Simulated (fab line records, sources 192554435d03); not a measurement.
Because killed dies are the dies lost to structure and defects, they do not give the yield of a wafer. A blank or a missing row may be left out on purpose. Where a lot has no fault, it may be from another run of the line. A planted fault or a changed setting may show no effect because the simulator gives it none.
A single fault, viewed from 3 desks ; flow n5Finfet ; each desk holds nothing but its own numbers, with what lay behind them at the end

TOOL OWNER'S DESK, euvScanner-02
The tool's own readings at N5_BEOL_M3_EXPOSE_08 (exposes mask M3): means of the sampled wafers that have a number, for each lot that ran on this tool. If a lot's mean is further than 4 standard deviations from the usual mean, the lot is out of limits and carries the mark OUT (the distance appears in the brackets).
Columns: A = exposureDoseMJCm2 at N5_BEOL_M3_EXPOSE_08, usual 32.95; B = focusOffsetNm at N5_BEOL_M3_EXPOSE_08, usual 0.0 nm
lot;first seen here;A;B
L566;day 9 04:40;32.97;0.1
L567;day 9 07:33;32.92;0.3
L568;day 9 12:55;32.93;0.1
L571;day 10 09:23;28.16 (-99 or more) OUT;-0.5
L572;day 10 10:58;29.16 (-88) OUT;0.0
L573;day 10 22:53;29.91 (-71) OUT;0.6
Finding of this desk: L571, L572, L573 out of limits; the first was L571 at day 10 09:23, on exposureDoseMJCm2 at N5_BEOL_M3_EXPOSE_08. L566, L567, L568: within limits.

THE DEFECT DESK
For each lot, the counts of the inspections along the route, averaged over the sampled wafers that have a number. If a lot's mean is further than 4 standard deviations from the usual mean, the lot is out of limits and carries the mark OUT (the distance appears in the brackets).
Columns: A = rawDefectCount at N5_BEOL_M2_INSPECT_59, usual 80
lot;first seen here;A
L560;day 7 11:11;123
L562;day 8 04:02;81
L563;day 8 07:10;72
L566;day 9 04:11;82
L567;day 9 06:48;39
L568;day 9 11:13;65
L571;day 10 06:31;58
L572;day 10 10:13;81
L573;day 10 21:32;82
L581;day 12 20:08;82
This desk's verdict: no lot among the 10 shows anything out of limits.

THE METROLOGY DESK
What the gauges read, lot by lot, whatever tool the lot ran on: means of the sampled wafers that have a number. If a lot's mean is further than 4 standard deviations from the usual mean, the lot is out of limits and carries the mark OUT (the distance appears in the brackets). Shown are 7 of the 12 readings it has, namely the first that went out of limits plus those furthest out on some lot.
Columns: A = cdNm at N5_BEOL_M3_CD_MEAS_11, usual 16.96 nm; B = cdNm at N5_BEOL_M3_CD_MEAS_18, usual 17.9 nm; C = DIBL_N at N5_BEOL_M4_RC_MEAS_101, usual 36.1 mV/V; D = IOFF_P at N5_BEOL_M4_RC_MEAS_101, usual 0.21 nA/um; E = ION_P at N5_BEOL_M4_RC_MEAS_101, usual 464 uA/um; F = VT_N at N5_BEOL_M4_RC_MEAS_101, usual 249 mV; G = VT_P at N5_BEOL_M4_RC_MEAS_101, usual -250 mV
lot;first seen here;A;B;C;D;E;F;G
L560;day 7 12:16;16.83;18.0;35.3;0.21;468;252;-249
L562;day 8 05:16;16.99;18.1;35.5;0.20;467;249;-250
L563;day 8 08:07;16.87;17.6;35.9;0.22;468;249;-251
L566;day 9 04:47;16.79;17.9;37.1;0.22;464;251;-249
L567;day 9 07:41;17.38;18.0;37.3;0.24;470;248;-246
L568;day 9 13:02;16.98;17.8;35.8;0.23;470;246;-249
L571;day 10 09:30;13.47 (-15) OUT;14.9 (-8.3) OUT;-;-;-;-;-
L572;day 10 11:05;14.41 (-11) OUT;15.2 (-7.4) OUT;-;-;-;-;-
L573;day 10 22:59;15.07 (-7.9) OUT;16.1 (-5.0) OUT;-;-;-;-;-
L581;day 12 20:50;16.67;17.6;35.9;0.23;470;246;-247
Finding of this desk: L571, L572, L573 out of limits; the first was L571 at day 10 09:30, on cdNm at N5_BEOL_M3_CD_MEAS_11. L560, L562, L563, L566, L567, L568, L581: within limits.

BROUGHT TOGETHER
On L571, L572, L573, at day 10 09:23, an alarm was possible from the tool owner's desk.
Metrology desk: alarm possible at day 10 09:30 on L571, L572, L573.
No out-of-limits result turned up at the defect desk.
The defect desk has L571, L572, L573 on record, within its limits.
The lots listed all ran N5_BEOL_M3_EXPOSE_08 on euvScanner-02.

WHAT THE SIMULATOR HAD INSERTED
Process parameters drifting: euvScanner-02 at N5_BEOL_M3_EXPOSE_08, beginning at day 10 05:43. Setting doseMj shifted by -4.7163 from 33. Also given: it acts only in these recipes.
Struck lots among those shown: L571, L572, L573.
Counting hours from when the fault started, the first reading out of limits came at 4 for the tool owner's desk and at 4 for the metrology desk.
